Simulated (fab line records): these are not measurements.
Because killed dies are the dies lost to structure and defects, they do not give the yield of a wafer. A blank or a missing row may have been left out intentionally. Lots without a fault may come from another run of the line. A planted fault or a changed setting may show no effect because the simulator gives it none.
Which tool did it? | flow n5-finfet | at 1 step of a route of 1938, 6 lots with 15 wafers sampled

WHAT THE GAUGES READ, wafer by wafer
N5_MIM_BOT_LITHO_OVL_MEAS_11.
lot  | measured     | on         | MIM_BOT_OVL (nm)
L509 | day 13 11:10 | overlay-01 | 5 8
L510 | day 14 02:08 | overlay-02 | 2 3
L515 | day 15 08:14 | overlay-01 | 2 1 2
L518 | day 16 21:27 | overlay-01 | 6 4
L523 | day 18 04:05 | overlay-02 | 3 3 7
L529 | day 19 04:41 | overlay-01 | 4 9 6

WHAT TOOL EACH LOT RAN ON (gives the tool, then ch and the chambers of the sampled wafers, and finally the start)
The record holds no process step before these readings.

THE ANSWER, worked out from the rows above alone
Rule: what is usual is taken from the lots themselves. Put in order of their means at a reading, lots are off if they are a third of the lots or fewer, leave a main group of 4 or more, and stand apart from it by a gap of 3 or more times the standard deviation of the main group's means; of several such gaps the widest counts. The tables above print the reading to a certain number of digits; a main group whose means all agree to those digits is not used. A lot without any number at a reading at which 4 lots or more have one is off too. The other lots that the step has rows for count as sound.
No lot is off at any reading shown: from this, nothing can be told.

WHAT THE SIMULATOR PUT IN
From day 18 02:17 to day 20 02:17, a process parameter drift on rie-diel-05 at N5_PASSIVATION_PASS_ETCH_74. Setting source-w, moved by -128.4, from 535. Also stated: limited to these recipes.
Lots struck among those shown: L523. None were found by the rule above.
